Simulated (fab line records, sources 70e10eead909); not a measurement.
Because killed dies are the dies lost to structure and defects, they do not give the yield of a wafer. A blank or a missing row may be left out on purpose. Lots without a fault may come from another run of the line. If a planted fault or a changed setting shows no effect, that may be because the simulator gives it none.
fab line records | flow nand-harc
[record] lots = 6 | wafers = 18 | last-day = 33
route steps=1302 shown P_ZERO_WELL@14
lots that met no fault: taken from a fault-free run of the same line
start-h: the number of hours between the record's first day and the start of the first shown wafer of the lot | wait-h: hours since the lot's step before | " unchanged from the row above | L1.1+2: one row covering several wafers at once | - value missing, or start not given | * or withheld: withheld | < > ~ a bound
route shown NAME@n: names a module that has steps shown in the file, with the first one's number in the route | usual: the fault-free wafers' mean and standard deviation | same: alike in all rows | chamber/n: place in a boat | sites: per-site readings | _std_site: their standard deviation | _edge_site: mean of outer sites minus mean of inner sites | radius-mm: how far each site lies from the wafer's centre | mask NAME#n: copy n | behind: the last tool/chamber to shape the wafer | hold: cause of the lot's hold/its duration in hours/its outcome | device: the transistor (n, p or np) that didn't switch | end of line: tests run on the same wafers once the route is complete | where a step has no rows: the recipe by itself | killed: the dies lost at the first sort to structure and to defects; this is not the yield of the wafer | map: per-die view of a wafer (x killed, . not killed, _ where there is no die)
set.NAME: setting as actually run; set.NAME@STEP: the setting as run at that earlier step | model.NAME: the simulator's own value behind a step, which no gauge read
lots at selected steps of the route; one table per step, one row per wafer
services: from which hour (start-h, from the record's first day; less than 0 if before it) a tool's chamber was out of use, for how many hours, and why
[[steps]]
[step NHARC_P_ZERO_WELL_CD_MEAS_11]
[recipe] target-cd-nm = 500 | landing-energy-ev = 500
[usual] cd-nm = 499.2/2.3
[same] landing-energy-ev = 500
lot.wafer | tool      | chamber | start-h | wait-h | cd-nm
L945.1    | cd-sem-02 | 0       | 41.24   | -      | 497.1
L945.2    | "         | 0       | "       | "      | 500.4
L945.4    | "         | 0       | "       | "      | 498.6
L952.3    | cd-sem-03 | 0       | 111.12  | -      | 502.5
L952.4    | "         | 0       | "       | "      | 499.2
L952.6    | "         | 0       | "       | "      | 501.4
L953.1    | cd-sem-02 | 0       | 121.12  | -      | 504.1
L953.4    | "         | 0       | "       | "      | 503.5
L953.5    | "         | 0       | "       | "      | 500.9
L956.1    | cd-sem-03 | 0       | 151.11  | -      | 502.1
L956.2    | "         | 0       | "       | "      | 499.9
L956.6    | "         | 0       | "       | "      | 502.3
L963.1    | cd-sem-02 | 0       | 221.24  | -      | 497.5
L963.2    | "         | 0       | "       | "      | 499.6
L963.3    | "         | 0       | "       | "      | 499.9
L966.1    | cd-sem-02 | 0       | 251.11  | -      | 500.4
L966.2    | "         | 0       | "       | "      | 499.1
L966.3    | "         | 0       | "       | "      | 499.0
[step NHARC_P_ZERO_WELL_HARDBAKE_12]
[recipe] temp-c = 118 | time-s = 65
[step NHARC_P_ZERO_WELL_DESCUM_13]
[recipe] time-s = 3 | o2-flow-sccm = 200 | ar-flow-sccm = 0 | bias-power-w = 0 | chemistry = O2
[usual] drypump-motor-current-A = 6.0/0.38 | oes-product-au = 0.998/0.01 | rf-vpp-V = 57.5/0.87 | showerhead-plenum-p-Torr = 1.87/0.079 | throttle-valve-pct = 11.312/0.0093
[same] bias-power-w = 0
lot.wafer | tool        | chamber | start-h | wait-h | drypump-motor-current-A | oes-product-au | rf-hours-counter-h | rf-vpp-V | showerhead-plenum-p-Torr | throttle-valve-pct
L945.4    | rie-diel-11 | 3       | 41.39   | -      | 6.4                     | 1.010          | 48                 | 55.1     | 1.79                     | 11.307
L945.1    | "           | 0       | "       | "      | 5.8                     | 1.003          | 43                 | 56.8     | 1.97                     | 11.303
L945.2    | "           | 2       | "       | "      | 5.7                     | 1.004          | 39                 | 56.7     | 1.82                     | 11.323
L952.4    | rie-diel-11 | 3       | 111.28  | -      | 6.5                     | 1.002          | 8                  | 56.2     | 1.78                     | 11.326
L952.3    | "           | 0       | "       | "      | 5.8                     | 1.001          | 8                  | 56.9     | 1.96                     | 11.319
L952.6    | "           | 3       | "       | "      | 6.5                     | 1.000          | -                  | 57.4     | 1.78                     | 11.304
L953.1    | rie-diel-11 | 2       | 121.27  | -      | 5.7                     | 1.001          | 14                 | 57.2     | 1.81                     | 11.304
L953.4    | "           | 1       | "       | "      | 5.5                     | 1.002          | 13                 | 56.9     | 1.92                     | 11.297
L953.5    | "           | 3       | "       | "      | 6.5                     | 0.991          | -                  | 57.3     | 1.78                     | 11.315
L956.2    | rie-diel-11 | 3       | 151.27  | -      | 6.4                     | 0.995          | 20                 | 57.4     | 1.78                     | 11.314
L956.1    | "           | 2       | "       | "      | 5.7                     | 1.002          | 23                 | 57.4     | 1.81                     | 11.318
L956.6    | "           | 0       | "       | "      | 5.8                     | 1.000          | -                  | 58.6     | 1.96                     | 11.294
L963.3    | rie-diel-03 | 3       | 221.39  | -      | 6.3                     | 1.001          | 32                 | 57.0     | 1.89                     | 11.326
L963.1    | "           | 0       | "       | "      | 6.4                     | 1.000          | 28                 | 58.2     | 1.85                     | 11.316
L963.2    | "           | 1       | "       | "      | 6.1                     | 1.000          | 30                 | 56.9     | 1.83                     | 11.310
L966.2    | rie-diel-03 | 2       | 251.32  | -      | 6.7                     | 0.995          | 44                 | 57.3     | 1.77                     | 11.301
L966.3    | "           | 3       | "       | "      | 6.3                     | 0.997          | 46                 | 58.2     | 1.88                     | 11.317
L966.1    | "           | 1       | "       | "      | 6.0                     | 1.001          | 43                 | 59.7     | 1.83                     | 11.310
[step NHARC_P_ZERO_WELL_ETCH_65]
[recipe] target-depth-a = 800 | overetch-a = 240 | time-s = 87.88 | ion-energy-ev = 200 | n2-flow-sccm = 150 | h2-flow-sccm = 150 | ar-flow-sccm = 0 | rf-w = 400 | bias-w = 150 | chemistry = N2/H2
[usual] drypump-motor-current-A = 6.0/0.39 | oes-product-au = 1.000/0.0093 | rf-vpp-V = 429.4/2.7 | showerhead-plenum-p-Torr = 2.00/0.089 | throttle-valve-pct = 14.172/0.0089
lot.wafer | tool        | chamber | start-h | wait-h | drypump-motor-current-A | oes-product-au | rf-hours-counter-h | rf-vpp-V | showerhead-plenum-p-Torr | throttle-valve-pct
L945.1    | rie-diel-11 | 2       | 41.48   | 0.1    | 5.7                     | 1.002          | 39                 | 425.6    | 1.93                     | 14.170
L945.2    | "           | 3       | "       | "      | 6.5                     | 1.011          | 48                 | 426.6    | 1.90                     | 14.175
L945.4    | "           | 0       | "       | "      | 5.8                     | 1.010          | 43                 | 432.6    | 2.10                     | 14.176
L952.3    | rie-diel-11 | 3       | 111.38  | 0.1    | 6.5                     | 1.003          | 8                  | 426.6    | 1.90                     | 14.166
L952.4    | "           | 0       | "       | "      | 5.8                     | 0.997          | 8                  | 433.1    | 2.09                     | 14.167
L952.6    | "           | 3       | "       | "      | 6.5                     | 1.007          | -                  | 425.5    | 1.90                     | 14.185
L953.1    | rie-diel-11 | 0       | 121.36  | 0.1    | 5.8                     | 1.001          | 11                 | 431.5    | 2.09                     | 14.168
L953.4    | "           | 2       | "       | "      | 5.7                     | 1.000          | 14                 | 427.9    | 1.93                     | 14.170
L953.5    | "           | 1       | "       | "      | 5.5                     | 1.004          | -                  | 432.0    | 2.05                     | 14.172
L956.2    | rie-diel-11 | 2       | 152.10  | 0.8    | 5.7                     | 1.005          | 23                 | 427.8    | 1.92                     | 14.165
L956.1    | "           | 3       | "       | "      | 6.5                     | 1.000          | 21                 | 426.5    | 1.89                     | 14.161
L956.6    | "           | 3       | "       | "      | 6.5                     | 0.995          | -                  | 426.7    | 1.89                     | 14.176
L963.3    | rie-diel-03 | 0       | 221.49  | 0.1    | 6.4                     | 0.998          | 28                 | 427.7    | 1.97                     | 14.179
L963.2    | "           | 1       | "       | "      | 6.0                     | 0.998          | 30                 | 427.9    | 1.95                     | 14.160
L963.1    | "           | 2       | "       | "      | 6.7                     | 0.999          | 31                 | 425.2    | 1.88                     | 14.167
L966.2    | rie-diel-03 | 2       | 251.45  | 0.1    | 6.7                     | 0.992          | 44                 | 425.3    | 1.88                     | 14.178
L966.1    | "           | 3       | "       | "      | 6.2                     | 0.996          | 46                 | 427.9    | 2.01                     | 14.173
L966.3    | "           | 1       | "       | "      | 6.0                     | 0.994          | 43                 | 428.7    | 1.94                     | 14.176
[step NHARC_P_ZERO_WELL_ETCH_62]
[recipe] target-depth-a = 130 | time-s = 6.5 | chf3-flow-sccm = 50 | ar-flow-sccm = 200 | rf-w = 500 | bias-w = 200 | chemistry = CHF3/Ar
[usual] drypump-motor-current-A = 5.9/0.37 | oes-product-au = 0.955/0.018 | rf-vpp-V = 369.7/2.2 | showerhead-plenum-p-Torr = 2.30/0.093 | throttle-valve-pct = 20.216/0.0091
lot.wafer | tool        | chamber | start-h | wait-h | drypump-motor-current-A | oes-product-au | rf-hours-counter-h | rf-vpp-V | showerhead-plenum-p-Torr | throttle-valve-pct
L945.1    | rie-diel-11 | 0       | -       | -      | 5.8                     | 0.953          | 43                 | 372.2    | 2.41                     | 20.209
L945.2    | "           | 1       | "       | "      | 5.5                     | 0.984          | 43                 | 371.2    | 2.37                     | 20.207
L945.4    | "           | 3       | "       | "      | 6.5                     | 0.978          | 48                 | 367.0    | 2.20                     | 20.240
L952.4    | rie-diel-11 | 2       | -       | -      | 5.7                     | 0.962          | 10                 | 368.7    | 2.22                     | 20.208
L952.3    | "           | 3       | "       | "      | 6.5                     | 0.949          | 8                  | 368.2    | 2.19                     | 20.219
L952.6    | "           | 1       | "       | "      | 5.5                     | 0.959          | -                  | 371.7    | 2.36                     | 20.200
L953.4    | rie-diel-11 | 2       | -       | -      | 5.7                     | 0.948          | 14                 | 367.4    | 2.22                     | 20.230
L953.1    | "           | 3       | "       | "      | 6.5                     | 0.941          | 11                 | 365.9    | 2.19                     | 20.217
L953.5    | "           | 0       | "       | "      | 5.8                     | 0.959          | -                  | 370.8    | 2.40                     | 20.210
L956.1    | rie-diel-11 | 3       | -       | -      | 6.5                     | 0.939          | 21                 | 367.5    | 2.19                     | 20.216
L956.2    | "           | 1       | "       | "      | 5.5                     | 0.978          | 23                 | 371.8    | 2.35                     | 20.215
L956.6    | "           | 0       | "       | "      | 5.8                     | 0.947          | -                  | 371.2    | 2.39                     | 20.218
L963.2    | rie-diel-03 | 0       | -       | -      | 6.4                     | 0.959          | 28                 | 368.1    | 2.27                     | 20.203
L963.1    | "           | 1       | "       | "      | 6.0                     | 0.974          | 30                 | 369.5    | 2.24                     | 20.226
L963.3    | "           | 2       | "       | "      | 6.7                     | 0.976          | 31                 | 367.2    | 2.18                     | 20.234
L966.3    | rie-diel-03 | 1       | -       | -      | 6.0                     | 0.941          | 43                 | 369.1    | 2.24                     | 20.226
L966.1    | "           | 3       | "       | "      | 6.3                     | 0.919          | 46                 | 370.2    | 2.31                     | 20.214
L966.2    | "           | 0       | "       | "      | 6.3                     | 0.938          | 43                 | 368.6    | 2.26                     | 20.201
[step NHARC_P_ZERO_WELL_ETCH_63]
[recipe] target-depth-a = 1200 | time-s = 40.1 | hbr-flow-sccm = 150 | cl2-flow-sccm = 50 | rf-w = 400 | icp-w = 400 | bias-w = 100 | chemistry = HBr/Cl2
[usual] drypump-motor-current-A = 5.7/0.43 | oes-product-au = 1.003/0.011 | throttle-valve-pct = 26.405/0.0086
lot.wafer | tool      | chamber | start-h | wait-h | drypump-motor-current-A | oes-product-au | rf-hours-counter-h | throttle-valve-pct
L945.2    | rie-si-02 | 1       | 41.65   | -      | 5.3                     | 1.007          | 0.78               | 26.413
L945.4    | "         | 3       | "       | "      | 5.1                     | 1.019          | 0.56               | 26.405
L945.1    | "         | 0       | "       | "      | 5.5                     | 1.013          | 0.66               | 26.396
L952.3    | rie-si-02 | 3       | 111.56  | -      | 5.1                     | 1.013          | 0.00               | 26.411
L952.4    | "         | 0       | "       | "      | 5.5                     | 1.011          | 0.00               | 26.395
L952.6    | "         | 3       | "       | "      | 5.1                     | 1.017          | -                  | 26.384
L953.4    | rie-si-05 | 3       | 121.55  | -      | 6.4                     | 0.994          | 1.06               | 26.393
L953.1    | "         | 0       | "       | "      | 5.5                     | 1.017          | 1.07               | 26.418
L953.5    | "         | 2       | "       | "      | 5.7                     | 1.004          | -                  | 26.407
L956.2    | rie-si-02 | 3       | 152.27  | -      | 5.1                     | 1.007          | 0.25               | 26.398
L956.1    | "         | 1       | "       | "      | 5.3                     | 0.988          | 0.23               | 26.398
L956.6    | "         | 3       | "       | "      | 5.1                     | 1.019          | -                  | 26.402
L963.2    | rie-si-02 | 1       | 221.65  | -      | 5.3                     | 0.992          | 0.65               | 26.406
L963.3    | "         | 2       | "       | "      | 6.3                     | 1.013          | 0.74               | 26.402
L963.1    | "         | 0       | "       | "      | 5.5                     | 0.998          | 0.71               | 26.392
L966.2    | rie-si-05 | 2       | 251.64  | -      | 5.7                     | 0.999          | 0.59               | 26.399
L966.3    | "         | 3       | "       | "      | 6.4                     | 0.994          | 0.55               | 26.397
L966.1    | "         | 0       | "       | "      | 5.5                     | 0.995          | 0.55               | 26.397
[step NHARC_P_ZERO_WELL_STRIP_15]
[recipe] time-s = 900 | temp-c = 130 | chemistry = SPM
[step NHARC_P_ZERO_WELL_DEHYDRATE_16]
[recipe] temp-c = 150 | time-s = 120
[step NHARC_P_ZERO_WELL_HMDS_17]
[recipe] time-s = 30
[step NHARC_P_ZERO_WELL_COAT_18]
[recipe] spin-rpm = withheld
[step NHARC_P_ZERO_WELL_SOFTBAKE_19]
[recipe] temp-c = 122 | time-s = 95
[step NHARC_P_ZERO_WELL_EBR_20]
[step NHARC_P_ZERO_WELL_EXPOSE_21]
[recipe] na = 0.6 | target-cd-nm = 720 | dose-mj = 22.31 | mask-id = P_NWELL
[usual] exposure-dose-mJ-cm2 = 22.312/0.021 | reticle-temp-C = 23.01/0.097
lot.wafer | tool           | chamber | start-h | wait-h | mask      | exposure-dose-mJ-cm2 | reticle-temp-C
L945.1    | krf-scanner-03 | 0       | 42.29   | -      | P_NWELL#0 | 22.293               | 22.92
L945.2    | "              | 0       | "       | "      | P_NWELL#0 | 22.295               | 22.80
L945.4    | "              | 0       | "       | "      | P_NWELL#0 | 22.325               | 22.81
L952.3    | krf-scanner-03 | 0       | 112.20  | -      | P_NWELL#0 | 22.298               | 23.08
L952.4    | "              | 0       | "       | "      | P_NWELL#0 | 22.310               | 23.09
L952.6    | "              | 0       | "       | "      | P_NWELL#0 | 22.275               | 23.05
L953.1    | krf-scanner-03 | 0       | 122.18  | -      | P_NWELL#0 | 22.326               | 23.01
L953.4    | "              | 0       | "       | "      | P_NWELL#0 | 22.319               | 23.09
L953.5    | "              | 0       | "       | "      | P_NWELL#0 | 22.332               | 22.95
L956.1    | krf-scanner-03 | 0       | 153.04  | -      | P_NWELL#0 | 22.361               | 23.13
L956.2    | "              | 0       | "       | "      | P_NWELL#0 | 22.345               | 22.90
L956.6    | "              | 0       | "       | "      | P_NWELL#0 | 22.318               | 23.12
L963.1    | krf-scanner-03 | 0       | 222.42  | -      | P_NWELL#0 | 22.307               | 23.28
L963.2    | "              | 0       | "       | "      | P_NWELL#0 | 22.302               | 23.04
L963.3    | "              | 0       | "       | "      | P_NWELL#0 | 22.335               | 23.09
L966.1    | krf-scanner-03 | 0       | 252.45  | -      | P_NWELL#0 | 22.291               | 23.03
L966.2    | "              | 0       | "       | "      | P_NWELL#0 | 22.277               | 23.01
L966.3    | "              | 0       | "       | "      | P_NWELL#0 | 22.298               | 23.05
[step NHARC_P_ZERO_WELL_PEB_22]
[recipe] peb-temp-c = 118 | peb-time-s = 85
[step NHARC_P_ZERO_WELL_DEVELOP_23]
[recipe] time-s = 70
[step NHARC_P_ZERO_WELL_CD_MEAS_24]
[recipe] target-cd-nm = 720 | landing-energy-ev = 500
[usual] cd-nm = 719.3/1.7
[same] landing-energy-ev = 500
lot.wafer | tool      | chamber | start-h | wait-h | cd-nm
L945.1    | cd-sem-03 | 0       | 42.45   | -      | 716.2
L945.2    | "         | 0       | "       | "      | 717.2
L945.4    | "         | 0       | "       | "      | 718.8
L952.3    | cd-sem-02 | 0       | 112.35  | -      | 721.4
L952.4    | "         | 0       | "       | "      | 719.7
L952.6    | "         | 0       | "       | "      | 721.1
L953.1    | cd-sem-01 | 0       | 122.33  | -      | 718.1
L953.4    | "         | 0       | "       | "      | 729.2
L953.5    | "         | 0       | "       | "      | 729.7
L956.1    | cd-sem-03 | 0       | 153.20  | -      | 718.2
L956.2    | "         | 0       | "       | "      | 720.3
L956.6    | "         | 0       | "       | "      | 727.0
L963.1    | cd-sem-02 | 0       | 222.57  | -      | 719.3
L963.2    | "         | 0       | "       | "      | 721.2
L963.3    | "         | 0       | "       | "      | 717.6
L966.1    | cd-sem-02 | 0       | 252.61  | -      | 716.0
L966.2    | "         | 0       | "       | "      | 717.6
L966.3    | "         | 0       | "       | "      | 719.9
[step NHARC_P_ZERO_WELL_HARDBAKE_25]
[recipe] temp-c = 125 | time-s = 80
[step NHARC_P_ZERO_WELL_DESCUM_26]
[recipe] time-s = 3 | o2-flow-sccm = 200 | ar-flow-sccm = 0 | bias-power-w = 0 | chemistry = O2
[usual] drypump-motor-current-A = 5.9/0.37 | oes-product-au = 0.997/0.011 | rf-vpp-V = 57.7/0.96 | showerhead-plenum-p-Torr = 1.89/0.086 | throttle-valve-pct = 11.312/0.0089
[same] bias-power-w = 0
lot.wafer | tool        | chamber | start-h | wait-h | drypump-motor-current-A | oes-product-au | rf-hours-counter-h | rf-vpp-V | showerhead-plenum-p-Torr | throttle-valve-pct | model.P_ZERO_WELL.cd-nm
L945.1    | rie-diel-11 | 2       | 42.72   | -      | 5.7                     | 1.007          | 39                 | 57.4     | 1.82                     | 11.302             | 716.8
L945.4    | "           | 3       | "       | "      | 6.5                     | 1.018          | 49                 | 57.1     | 1.79                     | 11.320             | 718.6
L945.2    | "           | 0       | "       | "      | 5.8                     | 0.991          | 43                 | 58.4     | 1.97                     | 11.303             | 716.7
L952.4    | rie-diel-02 | 1       | 112.69  | -      | 5.8                     | 0.988          | 16                 | 57.8     | 2.03                     | 11.319             | 718.9
L952.3    | "           | 3       | "       | "      | 5.8                     | 0.984          | 17                 | 57.7     | 1.77                     | 11.305             | 721.7
L952.6    | "           | 0       | "       | "      | 5.6                     | 0.983          | -                  | 57.1     | 1.94                     | 11.323             | 721.1
L953.1    | rie-diel-02 | 2       | 122.49  | -      | 5.6                     | 0.990          | 20                 | 58.2     | 1.88                     | 11.321             | 717.7
L953.4    | "           | 1       | "       | "      | 5.8                     | 0.988          | 18                 | 59.0     | 2.03                     | 11.316             | 728.5
L953.5    | "           | 2       | "       | "      | 5.5                     | 1.002          | -                  | 56.9     | 1.88                     | 11.311             | 729.5
L956.2    | rie-diel-03 | 2       | 153.38  | -      | 6.7                     | 0.991          | 12                 | 57.1     | 1.78                     | 11.306             | 720.7
L956.1    | "           | 3       | "       | "      | 6.2                     | 1.005          | 12                 | 57.4     | 1.90                     | 11.312             | 718.5
L956.6    | "           | 1       | "       | "      | 6.0                     | 0.995          | -                  | 57.6     | 1.83                     | 11.323             | 727.3
L963.2    | rie-diel-03 | 2       | 222.73  | -      | 6.7                     | 0.992          | 32                 | 57.0     | 1.77                     | 11.304             | 721.5
L963.1    | "           | 0       | "       | "      | 6.4                     | 1.019          | 29                 | 58.9     | 1.85                     | 11.329             | 719.5
L963.3    | "           | 1       | "       | "      | 6.0                     | 1.000          | 30                 | 56.1     | 1.83                     | 11.313             | 718.7
L966.2    | rie-diel-11 | 3       | 252.78  | -      | 6.5                     | 0.990          | 56                 | 56.9     | 1.77                     | 11.284             | 718
L966.1    | "           | 0       | "       | "      | 5.8                     | 1.007          | 59                 | 57.6     | 1.94                     | 11.322             | 715.6
L966.3    | "           | 1       | "       | "      | 5.5                     | 1.003          | 57                 | 57.3     | 1.91                     | 11.314             | 719.5
[step NHARC_P_ZERO_WELL_IMPLANT_27]
[recipe] energy-kev = 600 | dose-cm2 = 1e+13 | tilt-deg = 7
[[services]]
tool           | chamber | start-h | hours | kind
rie-diel-03    | 0       | 17.75   | 4.5   | repair
rie-diel-02    | 1       | 22.57   | 4.8   | repair
rie-diel-02    | -       | 39.79   | 9.0   | pm
rie-diel-11    | 3       | 44.46   | 12.8  | repair
krf-scanner-03 | -       | 52.03   | 4.0   | pm
rie-diel-02    | 0       | 55.75   | 12.8  | repair
rie-diel-02    | 3       | 57.25   | 4.5   | repair
rie-diel-03    | 2       | 66.60   | 8.6   | repair
rie-diel-11    | -       | 78.53   | 9.0   | pm
rie-diel-02    | -       | 89.91   | 1.7   | repair
rie-si-02      | -       | 100.00  | 9.0   | pm
rie-diel-03    | -       | 104.40  | 9.0   | pm
krf-scanner-03 | -       | 127.58  | 0.2   | repair
rie-si-05      | -       | 128.00  | 9.0   | pm
rie-diel-02    | 3       | 176.62  | 17.7  | repair
rie-diel-11    | 3       | 177.90  | 8.7   | repair
rie-diel-03    | -       | 192.95  | 0.2   | repair
krf-scanner-03 | -       | 196.19  | 1.0   | repair
rie-diel-03    | 0       | 196.89  | 5.7   | repair
rie-diel-11    | 1       | 198.54  | 4.5   | repair
rie-si-05      | 0       | 211.53  | 4.1   | repair
rie-diel-02    | -       | 216.88  | 9.0   | pm
krf-scanner-03 | -       | 224.03  | 4.0   | pm
krf-scanner-03 | -       | 242.77  | 1.5   | repair
[[key]]
[first-sign] step = NHARC_P_ZERO_WELL_CD_MEAS_24 | reading = cd-nm | direction = up | sigmas = 5.5 | usual = 719.3 | struck = 728.6
effect none on later readings
[model-effect] step = NHARC_P_ZERO_WELL_DESCUM_26 | value = P_ZERO_WELL.cd-nm | without = 718 | struck = 728.4
met-at NHARC_P_ZERO_WELL_EXPOSE_21
struck-wafers L953.4,L953.5,L956.6
tester-left-out L953,L956
onset-between 112.20 122.18
[fault] kind = process-parameter-drift | tool = krf-scanner-03 | chamber = - | onset-h = 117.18 | steps = NHARC_P_ZERO_WELL_EXPOSE_21 | channel = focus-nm | offset = 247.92 | shape = step | end-h = 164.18 | scope = struck-wafers-only
// tester-left-out: of these lots the tester's yield and bins aren't shown, on N5 and GAA mostly nor the transistor test; their killed dies are dies lost to structure and defects alone, not to doping, threshold or leakage, so they don't give the yield
